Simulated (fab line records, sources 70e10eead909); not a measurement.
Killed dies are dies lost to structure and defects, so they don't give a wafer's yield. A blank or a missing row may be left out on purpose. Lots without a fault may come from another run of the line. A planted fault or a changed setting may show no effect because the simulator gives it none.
fab line records | flow nand_harc
record lots=24 wafers=72 last_day=24
route steps=1159 shown P_STI@84 P_GATE@200 P_CONTACT@233 P_M0@279
lots that met no fault: from a run of the same line without faults
start_h: hours from the record's first day to the start of the lot's first wafer shown | wait_h: hours since the lot's step before | " the same as in the row above | L1.1+2: a row that stands for several wafers | - no value, or no start given | * or withheld: withheld | < > ~ a bound
route shown NAME@n: a module of which the file shows steps, and the number in the route of the first | usual: mean/standard deviation of fault-free wafers | same: alike in all rows | chamber/n: place in a boat | sites: the reading at each site | _std_site: their standard deviation | _edge_site: outer sites' mean less inner sites' | radius_mm: how far each site lies from the wafer's centre | mask NAME#n: copy n | behind: the tool/chamber that last shaped the wafer | hold: why the lot was held/for how many hours/how that ended | device: the transistor (n, p or np) that didn't switch | end of line: the same wafers' tests at the end of the route | a step without rows: its recipe alone | killed: dies lost to structure and defects at the first sort, not the wafer's yield | map: a wafer's dies, x killed, . not, _ none there
set.NAME: the setting as run; set.NAME@STEP: as run at that earlier step | model.NAME: the simulator's own value behind a step, which no gauge read
steps of the route over a sample of lots; a table a step, a row a wafer
services: from which hour (start_h, from the record's first day; less than 0 if before it) a tool's chamber was out of use, for how many hours, and why
## steps
# step NHARC_P_STI_OVL_MEAS_10
# usual overlay_x_nm=0/4.6 overlay_y_nm=-2/7.7
# columns lot.wafer tool chamber start_h wait_h overlay_x_nm overlay_y_nm
L074.1 overlay-02 - 35.15 - 5 -7
L074.3 " - " " 5 -7
L074.5 " - " " 5 -7
L075.1 overlay-01 - 40.84 - -5 2
L075.4 " - " " -4 3
L075.6 " - " " -4 3
L076.2 overlay-02 - 49.21 - 0 -3
L076.5 " - " " 0 -3
L076.6 " - " " 0 -3
L077.3 overlay-02 - 52.90 - -1 8
L077.4 " - " " -2 7
L077.6 " - " " -2 8
L078.2 overlay-01 - 60.68 - 4 6
L078.3 " - " " 3 7
L078.6 " - " " 4 7
L079.2 overlay-02 - 65.26 - 9 -13
L079.3 " - " " 9 -14
L079.6 " - " " 8 -13
L080.1 overlay-02 - 74.54 - -5 0
L080.3 " - " " -5 0
L080.5 " - " " -5 0
L081.2 overlay-01 - 74.71 - 2 -10
L081.3 " - " " 2 -9
L081.4 " - " " 1 -9
L082.2 overlay-02 - 83.00 - 5 1
L082.3 " - " " 4 1
L082.5 " - " " 6 1
L083.1 overlay-01 - 89.06 - -3 -8
L083.5 " - " " -3 -8
L083.6 " - " " -3 -7
L084.2 overlay-01 - 95.03 - 2 -2
L084.3 " - " " 2 -3
L084.5 " - " " 2 -3
L085.1 overlay-01 - 102.74 - 4 11
L085.3 " - " " 4 11
L085.4 " - " " 4 11
L086.3 overlay-01 - 107.36 - -6 -6
L086.5 " - " " -7 -6
L086.6 " - " " -7 -6
L088.1 overlay-02 - 118.74 - 1 -6
L088.5 " - " " 1 -7
L088.6 " - " " 1 -6
L087.1 overlay-02 - 118.78 - -6 0
L087.2 " - " " -6 0
L087.6 " - " " -5 0
L090.1 overlay-02 - 127.46 - 2 10
L090.2 " - " " 2 10
L090.6 " - " " 1 11
L089.2 overlay-01 - 127.62 - 4 -7
L089.5 " - " " 5 -8
L089.6 " - " " 4 -8
L091.1 overlay-01 - 137.19 - -5 11
L091.3 " - " " -6 10
L091.4 " - " " -6 11
L092.2 overlay-01 - 143.64 - -5 -21
L092.4 " - " " -5 -22
L092.5 " - " " -5 -21
L093.3 overlay-01 - 148.81 - -9 -1
L093.4 " - " " -9 -1
L093.5 " - " " -10 -1
L094.1 overlay-01 - 157.84 - 2 -2
L094.4 " - " " 3 -1
L094.5 " - " " 3 -1
L095.2 overlay-02 - 158.01 - 1 0
L095.3 " - " " 1 1
L095.5 " - " " 1 0
L097.2 overlay-01 - 169.51 - -6 2
L097.3 " - " " -6 3
L097.6 " - " " -6 3
L096.1 overlay-02 - 169.55 - 2 -8
L096.3 " - " " 2 -7
L096.4 " - " " 2 -8
# step NHARC_P_GATE_CD_MEAS_91
# recipe target_cd_nm=2000 landing_energy_ev=500
# usual cd_nm=2000.6/2.2
# same landing_energy_ev=500
# columns lot.wafer tool chamber start_h wait_h cd_nm
L074.1 cd_sem-03 0 101.02 - 2000.9
L074.3 " 0 " " 1999.2
L074.5 " 0 " " 1997.7
L075.1 cd_sem-02 0 110.79 - 2006.1
L075.4 " 0 " " 2002.8
L075.6 " 0 " " 2000.5
L076.2 cd_sem-03 0 114.36 - 1999.4
L076.5 " 0 " " 1997.6
L076.6 " 0 " " 2001.1
L077.3 cd_sem-01 0 114.92 - 2002.1
L077.4 " 0 " " 2002.5
L077.6 " 0 " " 2001.3
L078.2 cd_sem-03 0 127.43 - 2001.5
L078.3 " 0 " " 2002.0
L078.6 " 0 " " 1998.3
L079.2 cd_sem-02 0 128.11 - 1997.4
L079.3 " 0 " " 1997.6
L079.6 " 0 " " 1997.0
L080.1 cd_sem-01 0 145.45 - 1998.8
L080.3 " 0 " " 2002.2
L080.5 " 0 " " 1998.2
L081.2 cd_sem-03 0 145.92 - 2003.6
L081.3 " 0 " " 2002.2
L081.4 " 0 " " 2005.1
L082.2 cd_sem-01 0 151.69 - 2001.9
L082.3 " 0 " " 1999.8
L082.5 " 0 " " 2001.7
L083.1 cd_sem-02 0 162.41 - 2005.1
L083.5 " 0 " " 2004.2
L083.6 " 0 " " 1999.4
L085.1 cd_sem-02 0 180.32 - 2000.9
L085.3 " 0 " " 1998.6
L085.4 " 0 " " 2002.1
L084.2 cd_sem-03 0 181.66 - 2006.4
L084.3 " 0 " " 1999.4
L084.5 " 0 " " 2002.3
L088.1 cd_sem-02 0 181.96 - 2000.7
L088.5 " 0 " " 2001.5
L088.6 " 0 " " 2004.8
L086.3 cd_sem-03 0 186.68 - 2002.8
L086.5 " 0 " " 2005.2
L086.6 " 0 " " 2000.7
L087.1 cd_sem-02 0 187.26 - 2003.2
L087.2 " 0 " " 1999.7
L087.6 " 0 " " 2001.1
L089.2 cd_sem-02 0 195.53 - 1998.9
L089.5 " 0 " " 1999.2
L089.6 " 0 " " 1997.9
L090.1 cd_sem-02 0 196.14 - 1999.7
L090.2 " 0 " " 2000.3
L090.6 " 0 " " 2000.8
L091.1 cd_sem-01 0 207.03 - 1998.8
L091.3 " 0 " " 1998.9
L091.4 " 0 " " 1999.3
L093.3 cd_sem-01 0 211.45 - 1999.6
L093.4 " 0 " " 1999.3
L093.5 " 0 " " 1999.4
L092.2 cd_sem-02 0 213.52 - 2001.3
L092.4 " 0 " " 1999.6
L092.5 " 0 " " 2002.6
L095.2 cd_sem-02 0 225.49 - 1998.8
L095.3 " 0 " " 1998.6
L095.5 " 0 " " 1999.6
L094.1 cd_sem-01 0 225.91 - 2003.2
L094.4 " 0 " " 2001.3
L094.5 " 0 " " 2002.6
L097.2 cd_sem-03 0 237.85 - 2003.3
L097.3 " 0 " " 1999.3
L097.6 " 0 " " 2001.8
L096.1 cd_sem-03 0 238.61 - 2001.6
L096.3 " 0 " " 1998.8
L096.4 " 0 " " 1998.9
# step NHARC_P_GATE_DEGAS_109
# recipe temp_c=300 time_s=60
# usual heater_power_w=456/28
# columns lot.wafer tool chamber start_h wait_h heater_power_w
L074.1 pvd_sputter-01 - 103.49 0.1 504
L074.3 " - " " 427
L074.5 " - " " 453
L075.4 pvd_sputter-01 - 112.91 0.1 514
L075.1 " - " " 459
L075.6 " - " " 498
L076.2 pvd_sputter-01 - 116.51 0.1 500
L076.5 " - " " 500
L076.6 " - " " 425
L077.4 pvd_sputter-03 - 117.37 0.1 418
L077.3 " - " " 430
L077.6 " - " " 503
L078.2 pvd_sputter-01 - 129.57 0.1 498
L078.3 " - " " 472
L078.6 " - " " 511
L079.2 pvd_sputter-01 - 130.23 0.1 448
L079.3 " - " " 509
L079.6 " - " " 431
L080.3 pvd_sputter-01 - 147.59 0.1 465
L080.1 " - " " 449
L080.5 " - " " 446
L081.3 pvd_sputter-02 - 148.04 0.1 493
L081.4 " - " " 440
L081.2 " - " " 438
L082.3 pvd_sputter-02 - 153.81 0.1 446
L082.2 " - " " 429
L082.5 " - " " 434
L083.1 pvd_sputter-03 - 164.54 0.1 445
L083.6 " - " " 453
L083.5 " - " " 420
L085.1 pvd_sputter-02 - 182.56 0.1 434
L085.4 " - " " 485
L085.3 " - " " 448
L084.3 pvd_sputter-01 - 183.82 0.1 491
L084.2 " - " " 433
L084.5 " - " " 480
L088.1 pvd_sputter-02 - 184.37 0.1 424
L088.5 " - " " 442
L088.6 " - " " 426
L086.3 pvd_sputter-02 - 188.85 0.1 436
L086.6 " - " " 430
L086.5 " - " " 421
L087.1 pvd_sputter-01 - 189.90 0.1 485
L087.2 " - " " 463
L087.6 " - " " 471
L089.2 pvd_sputter-03 - 197.91 0.1 418
L089.6 " - " " 442
L089.5 " - " " 422
L090.2 pvd_sputter-03 - 198.51 0.1 495
L090.1 " - " " 447
L090.6 " - " " 508
L091.4 pvd_sputter-01 - 209.14 0.1 458
L091.3 " - " " 491
L091.1 " - " " 440
L093.4 pvd_sputter-02 - 213.60 0.1 489
L093.3 " - " " 442
L093.5 " - " " 469
L092.4 pvd_sputter-03 - 215.72 0.1 444
L092.2 " - " " 510
L092.5 " - " " 408
L095.2 pvd_sputter-02 - 227.65 0.1 476
L095.3 " - " " 443
L095.5 " - " " 444
L094.1 pvd_sputter-01 - 228.05 0.1 447
L094.4 " - " " 454
L094.5 " - " " 481
L097.3 pvd_sputter-03 - 239.96 0.1 434
L097.2 " - " " 417
L097.6 " - " " 504
L096.3 pvd_sputter-01 - 240.73 0.1 461
L096.4 " - " " 473
L096.1 " - " " 480
# step NHARC_P_CONTACT_OVL_MEAS_13
# usual overlay_x_nm=0.1/0.66 overlay_y_nm=0.4/0.96
# columns lot.wafer tool chamber start_h wait_h overlay_x_nm overlay_y_nm
L074.1 overlay-02 - 106.20 - 0.2 1.1
L074.3 " - " " 0.3 1.5
L074.5 " - " " -0.2 0.6
L075.1 overlay-02 - 115.56 - 0.6 -0.4
L075.4 " - " " 0.3 -0.1
L075.6 " - " " 0.1 -0.1
L076.2 overlay-02 - 119.30 - 0.9 1.0
L076.5 " - " " 1.2 1.4
L076.6 " - " " 0.9 0.8
L077.3 overlay-01 - 120.15 - -1.0 2.0
L077.4 " - " " -0.6 1.9
L077.6 " - " " -0.3 1.5
L078.2 overlay-01 - 132.23 - 1.3 -0.8
L078.3 " - " " 1.5 -1.0
L078.6 " - " " 1.4 -1.1
L079.2 overlay-02 - 132.90 - 0.0 1.3
L079.3 " - " " 0.5 0.8
L079.6 " - " " -0.1 0.8
L080.1 overlay-01 - 150.27 - 0.7 0.0
L080.3 " - " " 0.8 -0.9
L080.5 " - " " 0.1 -0.2
L081.2 overlay-01 - 150.57 - 0.2 -0.9
L081.3 " - " " 0.3 -0.4
L081.4 " - " " 0.4 -1.0
L082.2 overlay-01 - 156.79 - 1.5 1.0
L082.3 " - " " 0.8 0.1
L082.5 " - " " 1.5 0.6
L083.1 overlay-02 - 167.27 - 0.0 1.5
L083.5 " - " " 0.0 1.1
L083.6 " - " " -0.4 1.5
L085.1 overlay-01 - 185.22 - -0.5 1.0
L085.3 " - " " -0.6 1.4
L085.4 " - " " -0.5 1.5
L084.2 overlay-01 - 186.49 - -0.7 0.9
L084.3 " - " " -1.0 1.1
L084.5 " - " " -1.0 1.9
L088.1 overlay-01 - 187.19 - 0.2 -0.8
L088.5 " - " " 0.8 -1.2
L088.6 " - " " 0.1 -1.0
L086.3 overlay-01 - 191.37 - -1.3 -0.5
L086.5 " - " " -1.0 -0.5
L086.6 " - " " -1.2 -0.3
L087.1 overlay-01 - 192.55 - -0.4 1.0
L087.2 " - " " 0.3 1.5
L087.6 " - " " 0.4 1.3
L089.2 overlay-02 - 200.56 - 0.5 -0.2
L089.5 " - " " 0.3 -0.3
L089.6 " - " " 0.5 -0.4
L090.1 overlay-01 - 201.17 - 0.2 0.6
L090.2 " - " " 0.1 0.6
L090.6 " - " " 0.2 0.9
L091.1 overlay-01 - 211.85 - 0.1 1.3
L091.3 " - " " 0.2 1.3
L091.4 " - " " 0.2 1.5
L093.3 overlay-02 - 216.41 - 0.7 -0.8
L093.4 " - " " 0.6 -1.0
L093.5 " - " " 0.4 -1.1
L092.2 overlay-01 - 218.30 - -0.2 1.1
L092.4 " - " " -0.6 1.1
L092.5 " - " " -0.1 1.3
L095.2 overlay-02 - 230.32 - -0.3 -1.4
L095.3 " - " " -0.5 -0.8
L095.5 " - " " -0.7 -0.9
L094.1 overlay-01 - 231.05 - -0.6 -0.1
L094.4 " - " " -0.4 -0.1
L094.5 " - " " -0.6 0.1
L097.2 overlay-01 - 242.60 - -0.2 0.8
L097.3 " - " " 0.3 1.6
L097.6 " - " " 0.0 1.3
L096.1 overlay-01 - 243.38 - 0.2 -0.3
L096.3 " - " " -0.1 -0.9
L096.4 " - " " 0.8 -0.3
# step NHARC_P_CONTACT_CMP_24
# recipe t_overpolish_s=30 target_thk_nm=200
# usual edge_zone_pressure_frac=1.000/0.0049 motor_current_A=12.2/1.3 overpolish_run_s=30.002/0.0094 slurry_filter_dp_kPa=13.50/0.13 time_to_endpoint_s=39.8/2.7
# columns lot.wafer tool chamber start_h wait_h edge_zone_pressure_frac motor_current_A overpolish_run_s slurry_filter_dp_kPa time_to_endpoint_s
L074.1 cmp-03 3 109.70 0.6 0.996 12.1 29.991 13.31 41.8
L074.3 " 0 " " 0.992 11.2 30.009 13.35 46.1
L074.5 " 2 " " 1.006 11.7 30.000 13.36 41.5
L075.1 cmp-04 0 123.37 0.6 1.001 12.3 30.004 13.34 42.9
L075.4 " 1 " " 1.001 13.2 29.997 13.57 39.1
L075.6 " 3 " " 0.987 12.3 29.999 13.46 44.9
L076.2 cmp-01 0 123.92 0.6 1.001 13.6 30.009 13.59 38.1
L076.5 " 2 " " 0.998 13.2 30.009 13.79 40.5
L076.6 " 3 " " 1.001 9.9 30.002 13.56 42.4
L077.4 cmp-01 2 124.84 0.4 1.000 14.2 29.996 13.57 39.3
L077.3 " 0 " " 1.001 13.8 29.999 13.56 37.7
L077.6 " 2 " " 1.000 13.8 30.010 13.57 40.1
L078.2 cmp-01 2 135.04 0.6 1.005 13.1 30.005 13.58 37.8
L078.3 " 0 " " 1.003 13.9 30.007 13.58 37.9
L078.6 " 3 " " 0.996 9.7 30.001 13.48 42.4
L079.2 cmp-01 3 135.75 0.6 1.000 9.5 29.998 13.66 41.1
L079.3 " 0 " " 0.990 13.5 30.005 13.50 40.2
L079.6 " 3 " " 0.999 9.9 29.997 13.49 46.7
L080.3 cmp-03 1 153.06 0.3 1.007 10.9 29.993 13.56 43.2
L080.1 " 0 " " 1.004 11.2 30.000 13.58 45.2
L080.5 " 1 " " 1.008 12.0 30.008 13.26 43.8
L081.4 cmp-01 3 153.55 0.3 1.005 9.5 30.010 13.56 42.5
L081.3 " 0 " " 0.996 13.9 29.982 13.35 38.6
L081.2 " 1 " " 0.995 11.9 30.001 13.47 41.6
L082.2 cmp-03 3 162.01 0.6 1.008 13.0 30.002 13.30 40.2
L082.3 " 0 " " 0.993 10.6 30.004 13.68 42.6
L082.5 " 3 " " 1.005 12.6 30.010 13.44 37.3
L083.1 cmp-03 0 180.16 0.5 0.988 10.9 29.992 13.45 40.4
L083.6 " 3 " " 1.008 12.6 30.008 13.63 34.1
L083.5 " 0 " " 0.997 10.9 30.000 13.62 39.5
L085.3 cmp-01 1 188.03 0.4 1.000 11.8 30.005 13.53 36.9
L085.1 " 2 " " 1.000 13.7 29.997 13.55 39.6
L085.4 " 0 " " 1.000 14.0 30.022 13.58 37.1
L084.2 cmp-04 0 193.23 0.5 0.992 12.5 29.991 13.54 36.3
L084.3 " 1 " " 0.997 12.9 30.013 13.45 33.6
L084.5 " 1 " " 0.998 14.2 29.997 13.47 35.1
L088.1 cmp-04 1 193.82 0.6 1.004 13.0 30.008 13.48 37.5
L088.5 " 3 " " 1.003 12.5 30.009 13.67 41.4
L088.6 " 0 " " 0.993 12.9 29.999 13.59 38.2
L086.3 cmp-04 2 195.86 0.4 0.998 13.7 29.993 13.51 37.9
L086.6 " 0 " " 1.003 12.6 30.005 13.53 36.7
L086.5 " 1 " " 1.009 13.6 29.996 13.50 35.8
L087.1 cmp-03 1 200.77 0.6 1.000 11.3 29.991 13.21 40.9
L087.2 " 0 " " 0.991 11.7 30.008 13.53 41.5
L087.6 " 1 " " 1.002 11.1 30.003 13.23 38.8
L089.2 cmp-04 1 210.14 0.6 0.998 14.0 30.018 13.67 35.0
L089.5 " 2 " " 1.001 13.1 30.000 13.42 38.4
L089.6 " 3 " " 1.000 12.0 30.007 13.61 41.8
L090.2 cmp-03 0 211.06 0.6 1.000 11.7 30.006 13.47 41.9
L090.1 " 1 " " 0.993 11.3 30.009 13.35 36.9
L090.6 " 0 " " 1.004 11.4 29.997 13.30 42.3
L091.1 cmp-04 2 216.14 0.6 0.999 13.4 30.001 13.48 40.0
L091.3 " 3 " " 1.007 11.9 30.003 13.69 43.7
L091.4 " 0 " " 0.993 13.6 29.997 13.57 36.8
L093.4 cmp-01 2 219.23 0.4 1.007 14.2 30.002 13.51 38.7
L093.3 " 1 " " 1.000 11.6 29.996 13.42 38.9
L093.5 " 3 " " 0.995 9.6 30.009 13.23 40.2
L092.4 cmp-04 2 221.20 0.3 0.994 13.3 29.992 13.54 40.9
L092.2 " 1 " " 1.004 13.2 30.017 13.58 37.3
L092.5 " 3 " " 1.006 12.2 30.003 13.62 40.2
L095.3 cmp-01 2 242.30 0.3 0.994 13.7 29.997 13.51 40.2
L095.2 " 1 " " 1.003 12.4 29.986 13.45 39.8
L095.5 " 3 " " 1.003 9.9 29.982 13.67 42.8
L094.1 cmp-03 3 242.35 0.5 0.999 12.4 30.014 13.51 39.0
L094.4 " 1 " " 0.993 11.3 30.003 13.42 40.0
L094.5 " 3 " " 0.996 12.0 30.005 13.42 39.7
L097.3 cmp-04 1 246.12 0.4 1.001 13.2 29.990 13.52 34.5
L097.2 " 2 " " 1.000 12.7 30.009 13.50 37.9
L097.6 " 1 " " 1.004 13.1 30.015 13.62 34.8
L096.3 cmp-03 0 246.49 0.3 1.007 11.3 30.014 13.68 42.1
L096.1 " 1 " " 1.004 11.3 30.014 13.51 39.3
L096.4 " 2 " " 1.005 11.9 30.001 13.30 39.4
# step NHARC_P_M0_THK_MEAS_24
# recipe thk_meas_gauge=xrf
# usual thk_nm=117.2/1.5
# columns lot.wafer tool chamber start_h wait_h thk_nm
L074.1 film_metro-01 - 113.51 - 116.6
L074.3 " - " " 116.0
L074.5 " - " " 117.9
L075.1 film_metro-01 - 127.24 - 119.0
L075.4 " - " " 112.9
L075.6 " - " " 116.8
L076.2 film_metro-01 - 127.72 - 119.2
L076.5 " - " " 116.4
L076.6 " - " " 118.6
L077.3 film_metro-02 - 128.68 - 115.1
L077.4 " - " " 115.7
L077.6 " - " " 116.3
L078.2 film_metro-02 - 138.88 - 117.8
L078.3 " - " " 115.6
L078.6 " - " " 115.6
L079.2 film_metro-02 - 139.55 - 117.3
L079.3 " - " " 116.5
L079.6 " - " " 117.6
L080.1 film_metro-01 - 157.03 - 116.5
L080.3 " - " " 114.3
L080.5 " - " " 115.2
L081.2 film_metro-02 - 157.56 - 113.7
L081.3 " - " " 118.1
L081.4 " - " " 117.0
L082.2 film_metro-01 - 166.10 - 119.4
L082.3 " - " " 117.7
L082.5 " - " " 118.4
L083.1 film_metro-01 - 184.00 - 116.9
L083.5 " - " " 118.5
L083.6 " - " " 118.4
L085.1 film_metro-01 - 192.12 - 117.0
L085.3 " - " " 118.9
L085.4 " - " " 116.0
L084.2 film_metro-02 - 197.35 - 115.5
L084.3 " - " " 118.8
L084.5 " - " " 118.8
L088.1 film_metro-02 - 197.58 - 117.3
L088.5 " - " " 116.8
L088.6 " - " " 116.9
L086.3 film_metro-02 - 199.63 - 118.6
L086.5 " - " " 119.7
L086.6 " - " " 117.5
L087.1 film_metro-02 - 204.49 - 118.9
L087.2 " - " " 119.6
L087.6 " - " " 120.7
L089.2 film_metro-02 - 213.92 - 116.5
L089.5 " - " " 117.0
L089.6 " - " " 116.6
L090.1 film_metro-02 - 214.89 - 119.5
L090.2 " - " " 118.9
L090.6 " - " " 118.6
L091.1 film_metro-01 - 220.26 - 118.5
L091.3 " - " " 117.1
L091.4 " - " " 116.7
L093.3 film_metro-01 - 222.91 - 118.1
L093.4 " - " " 115.4
L093.5 " - " " 118.7
L092.2 film_metro-02 - 224.97 - 118.4
L092.4 " - " " 116.0
L092.5 " - " " 118.9
L095.2 film_metro-01 - 246.16 - 117.8
L095.3 " - " " 118.0
L095.5 " - " " 116.6
L094.1 film_metro-02 - 246.39 - 116.4
L094.4 " - " " 115.5
L094.5 " - " " 119.2
L097.2 film_metro-02 - 250.21 - 118.6
L097.3 " - " " 115.9
L097.6 " - " " 116.8
L096.1 film_metro-02 - 250.79 - 116.9
L096.3 " - " " 115.6
L096.4 " - " " 114.6
## services
# columns tool chamber start_h hours kind
cmp-01 - 81.63 4.0 pm
pvd_sputter-03 - 83.37 1.2 repair
cmp-01 - 85.63 - consumable_replace:conditioner
cmp-01 - 85.63 - consumable_replace:pad
pvd_sputter-03 - 102.00 10.0 pm
cmp-01 - 103.82 1.6 repair
cmp-04 - 105.00 4.0 pm
cmp-04 - 109.00 - consumable_replace:conditioner
cmp-04 - 109.00 - consumable_replace:pad
cmp-03 - 120.14 1.7 repair
cmp-03 - 123.03 2.0 repair
cmp-03 - 126.11 3.4 repair
cmp-01 - 128.62 0.5 repair
cmp-04 - 136.58 0.3 repair
cmp-04 - 155.91 4.0 repair
cmp-03 - 157.70 4.0 pm
pvd_sputter-01 - 158.00 10.0 pm
pvd_sputter-02 - 161.85 10.6 repair
cmp-03 - 175.02 2.9 repair
cmp-01 - 179.63 4.0 pm
cmp-03 - 189.99 1.3 repair
cmp-04 - 203.00 4.0 pm
pvd_sputter-02 - 214.03 10.0 pm
cmp-03 - 235.58 1.7 repair
## key
fault none
